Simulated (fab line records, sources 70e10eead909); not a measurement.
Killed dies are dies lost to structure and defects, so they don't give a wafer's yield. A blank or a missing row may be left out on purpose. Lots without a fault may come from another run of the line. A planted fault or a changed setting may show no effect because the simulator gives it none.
A struck lot beside a sound one | flow nand_harc | 15 steps out of a route of 1302
Sound: wafers L798.1, L798.3, L798.5. Struck: wafers L792.1, L792.3, L792.6. The cause comes at the end.
At each step with rows: each side's tool, then ch and its chambers, then its first start. Under that, the readings that differ: sound wafers | struck wafers | difference of the means | sigmas: that difference in standard deviations of wafers without a fault.
alike: readings whose means differ by less than 2 such deviations, and words and numbers that are the same on both sides. not compared: withheld readings, readings that some wafer has no value for, bounds like >300 that may hide the same value, and numbers for which the record gives no deviation and whose values overlap.
The two part at a step that has a row with sigmas, a row that says differs or no value, or rows on one side only. Numbers that don't overlap but have no deviation are shown without sigmas and don't part them. A reading that every wafer of one side lacks parts them only if that side has two wafers or more.

first, 5 steps without rows for these wafers: NHARC_A_CONTACT_SOFTBAKE_37 (time 55 s); NHARC_A_CONTACT_EBR_38; NHARC_A_CONTACT_EXPOSE_39 (exposes mask A CC 3); NHARC_A_CONTACT_PEB_40 (peb time 65 s); NHARC_A_CONTACT_DEVELOP_41 (develop time 35 s).
NHARC_A_CONTACT_CD_MEAS_42: target cd 300 nm.
  sound on cd_sem-03 ch 0, day 29 07:53; struck on cd_sem-01 ch 0, day 26 17:08
  alike: cd_nm
NHARC_A_CONTACT_OVL_MEAS_43:
  sound on overlay-02, day 29 07:59; struck on overlay-02, day 26 17:14
  reading           | sound       | struck      | difference | sigmas
  overlay_y_nm (nm) | 2.8 2.2 2.6 | 0.6 0.5 0.6 | -2.0       | -2
  alike: overlay_x_nm
NHARC_A_CONTACT_INSPECT_44:
  sound on defect_inspect-02, day 29 08:01; struck on defect_inspect-01, day 26 17:16
  alike: raw_defect_count
NHARC_A_CONTACT_DESCUM_47: chemistry O2, time 3 s.
  sound on rie_diel-04 ch 0,1, day 29 08:04; struck on rie_diel-04 ch 1,2,3, day 26 17:20
  alike: drypump_motor_current_A, mfc_ar_sccm, oes_product_au, rf_vpp_V, showerhead_plenum_p_Torr, throttle_valve_pct
  not compared: rf_hours_counter_h
NHARC_A_CONTACT_ETCH_48: etches the open film in CF4, target depth 39 nm, time 65 s.
  sound on rie_diel-04 ch 1,2,3, day 29 08:10; struck on rie_diel-04 ch 0,3, day 26 17:25
  alike: bias_w, cf4_flow_sccm, drypump_motor_current_A, mfc_ar_sccm, oes_product_au, rf_vpp_V, showerhead_plenum_p_Torr, throttle_valve_pct
  not compared: rf_hours_counter_h
NHARC_A_CONTACT_ETCH_49: etches the open film in N2/H2, target depth 260 nm, time 475.3 s.
  sound on rie_diel-04 ch 1,2; struck on rie_diel-04 ch 1,3
  alike: bias_w, chamber_pressure_mTorr, drypump_motor_current_A, mfc_ar_sccm, oes_product_au, rf_vpp_V, showerhead_plenum_p_Torr, throttle_valve_pct
  not compared: rf_hours_counter_h
NHARC_A_CONTACT_ETCH_50: etches the open film in CF4/CHF3, target depth 121 nm, time 60.5 s.
  sound on rie_diel-04 ch 0,1,3; struck on rie_diel-04 ch 1,2
  reading               | sound             | struck            | difference | sigmas
  oes_product_au (a.u.) | 0.959 0.988 0.989 | 0.924 0.927 0.922 | -0.054     | -2
  alike: bias_w, cf4_flow_sccm, drypump_motor_current_A, mfc_ar_sccm, rf_vpp_V, showerhead_plenum_p_Torr, throttle_valve_pct
  not compared: rf_hours_counter_h
NHARC_A_CONTACT_ETCH_51: etches the open film in O2/COS, target depth 7000 nm, time 1820 s.
  sound on rie_diel-04 ch 0,2, day 29 08:49; struck on rie_diel-04 ch 1,3, day 26 18:04
  no value came back on the struck wafers for any of 8 readings (bias_w (W), chamber_pressure_mTorr (mTorr) and others); on the sound wafers bias_w (W) reads 298.8 300.0 299.9
  not compared: rf_hours_counter_h
NHARC_A_CONTACT_ETCH_111: etches the open film in C4F8/O2/Ar, time 140 s, target depth 700 nm.
  sound on har_cap_etch-02 ch 0,1, day 29 09:53; struck on har_cap_etch-02 ch 0,1, day 26 19:10
  alike: chamber_pressure_mTorr, oes_air_line_au
  not compared: rf_hours_counter_h
-- the record jumps here: 3 days lie between the struck wafers' starts before and after (it left off in module A_CONTACT and takes up again in module END, whose first step shown is number 1302 of the route) --
NHARC_END_SORT_01:
  the record has rows for the struck wafers here (prober-02 ch 0, day 29 18:49) and none for the sound ones

WHERE THEY PART
First at NHARC_A_CONTACT_OVL_MEAS_43; last, within this record, at NHARC_END_SORT_01.

WHY: what the simulator had put in
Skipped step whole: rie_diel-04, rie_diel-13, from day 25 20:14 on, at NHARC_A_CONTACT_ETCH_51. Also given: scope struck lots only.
